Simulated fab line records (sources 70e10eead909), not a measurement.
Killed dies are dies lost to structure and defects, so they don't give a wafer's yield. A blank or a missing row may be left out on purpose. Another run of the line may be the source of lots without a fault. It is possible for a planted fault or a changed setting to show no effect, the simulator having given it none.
A struck lot beside a sound one | flow nand-harc | 21 steps out of a route of 1302
Sound: the wafers L559.2, L559.3, L559.6. Struck: wafer L571.3 (left out: L571.2, L571.4 of the same lot, which were not struck); the cause appears at the end.
At each step with rows: each side's tool, then ch and its chambers, then its first start. Under that, the readings that differ: sound wafers | struck wafers | difference of the means | sigmas: that difference in standard deviations of wafers without a fault.
alike: readings with means less than 2 such deviations apart, plus words and numbers identical on both sides. not compared: withheld readings, readings lacking a value on some wafer, bounds such as >300 that could conceal the same value, and numbers that have no deviation in the record and whose values overlap.
A row with sigmas, a row that says differs or no value, or rows on one side alone: a step with any of these is where the two part. Numbers that have no deviation but don't overlap get no sigmas and don't part them. A reading missing from all wafers of one side parts the sides only when that side holds two or more wafers.

NHARC_A_M0_INSPECT_27:
  sound on defect-inspect-02 at day 23 03:33; struck on defect-inspect-01 at day 28 22:28
  alike: raw-defect-count
NHARC_A_M0_PRE_CLEAN_31: time 12 s.
  sound on pecvd-03 ch 0,1,2, day 23 03:37; struck on pecvd-04 ch 0, day 28 22:31
  alike: heater-power-w
NHARC_A_M0_DEP_32: deposits SiCN, target thk 30 nm.
  sound on pecvd-03 ch 0,1,2, day 23 03:42; struck on pecvd-04 ch 0, day 28 22:36
  alike: chamber-pressure-Torr, heater-power-w, showerhead-vpp-V
then, 9 steps without rows for these wafers: NHARC_A_M1_DEP_00 (deposits SiOC, target thk 182.5 nm); NHARC_A_M1_DEHYDRATE_01 (time 120 s); NHARC_A_M1_HMDS_02 (time 30 s); NHARC_A_M1_COAT_34 (time 65 s); NHARC_A_M1_COAT_03 (resist thk 90 nm); NHARC_A_M1_SOFTBAKE_04 (time 55 s); NHARC_A_M1_EBR_05; NHARC_A_M1_EXPOSE_06 (exposes mask A M1, target cd 120 nm); NHARC_A_M1_PEB_07 (peb time 65 s).
NHARC_A_M1_DEVELOP_08: develop time 35 s.
  sound on litho-track-04 ch 0, day 23 04:00; struck on litho-track-04 ch 0, day 28 23:00
NHARC_A_M1_CD_MEAS_09 targets a cd of 120 nm.
  sound on cd-sem-01 ch 0, day 23 04:56; struck on cd-sem-02 ch 0, day 28 23:43
  reading    | sound             | struck | difference | sigmas
  cd-nm (nm) | 119.1 119.4 118.8 | 121.3  | +2.2       | +3
NHARC_A_M1_OVL_MEAS_10: pitch 240 nm.
  sound on overlay-01 at day 23 05:02; struck on overlay-01 at day 28 23:47
  alike: overlay-x-nm, overlay-y-nm
NHARC_A_M1_INSPECT_11:
  sound on defect-inspect-01 at day 23 05:04; struck on defect-inspect-01 at day 28 23:50
  alike: raw-defect-count
NHARC_A_M1_DESCUM_14: chemistry O2, time 3 s.
  sound on rie-diel-07 ch 0,1, day 23 05:08; struck on rie-diel-05 ch 3, day 28 23:53
  reading               | sound             | struck | difference | sigmas
  model.A_M1.cd-nm (nm) | 119.7 120.1 119.6 | 120.5  | +0.7       |
  alike: drypump-motor-current-A, oes-product-au, rf-vpp-V, showerhead-plenum-p-Torr, throttle-valve-pct
  not compared: rf-hours-counter-h
NHARC_A_M1_ETCH_35: etches the open film in N2/H2, target depth 40 nm, overetch 12 nm, time 43.94 s.
  sound on rie-diel-07 ch 0,3, day 23 05:13; struck on rie-diel-05 ch 2, day 28 23:59
  alike: drypump-motor-current-A, n2-flow-sccm, oes-product-au, rf-vpp-V, showerhead-plenum-p-Torr, throttle-valve-pct
  not compared: rf-hours-counter-h
NHARC_A_M1_ETCH_15: etches the open film in C4F8/Ar, target depth 182.5 nm, time 91.2 s.
  sound: rie-diel-07 ch 1,2; struck: rie-diel-05 ch 1
  reading               | sound         | struck | difference | sigmas
  model.A_M1.cd-nm (nm) | 119 119.8 119 | 120.9  | +1.6       |
  alike: oes-product-au, rf-vpp-V
  not compared: rf-hours-counter-h
NHARC_A_M1_CD_MEAS_16:
  sound on cd-sem-01 at day 23 05:26; struck on cd-sem-01 at day 29 00:12
  alike: cd-nm
NHARC_END_SORT_01:
  sound on prober-02 ch 0, day 24 17:09; struck on prober-01 ch 0, day 30 11:05
  alike: defect-limited-yield, killed-at-array, killed-at-other, killed-at-periphery, killed-dies, killed-open, killed-short, sort_bin_2_pct, sort_bin_3_pct, sort_bin_4_pct, sort-n-pass, sort-rim-yield-pct, sort-yield-pct

WHERE THEY PART
Only at NHARC_A_M1_CD_MEAS_09, as far as this record shows. Later steps at which nothing parts them and some readings are alike: NHARC_A_M1_OVL_MEAS_10, NHARC_A_M1_INSPECT_11, NHARC_A_M1_DESCUM_14, NHARC_A_M1_ETCH_35, NHARC_A_M1_ETCH_15, NHARC_A_M1_CD_MEAS_16, NHARC_END_SORT_01.

WHY: the cause the simulator had injected
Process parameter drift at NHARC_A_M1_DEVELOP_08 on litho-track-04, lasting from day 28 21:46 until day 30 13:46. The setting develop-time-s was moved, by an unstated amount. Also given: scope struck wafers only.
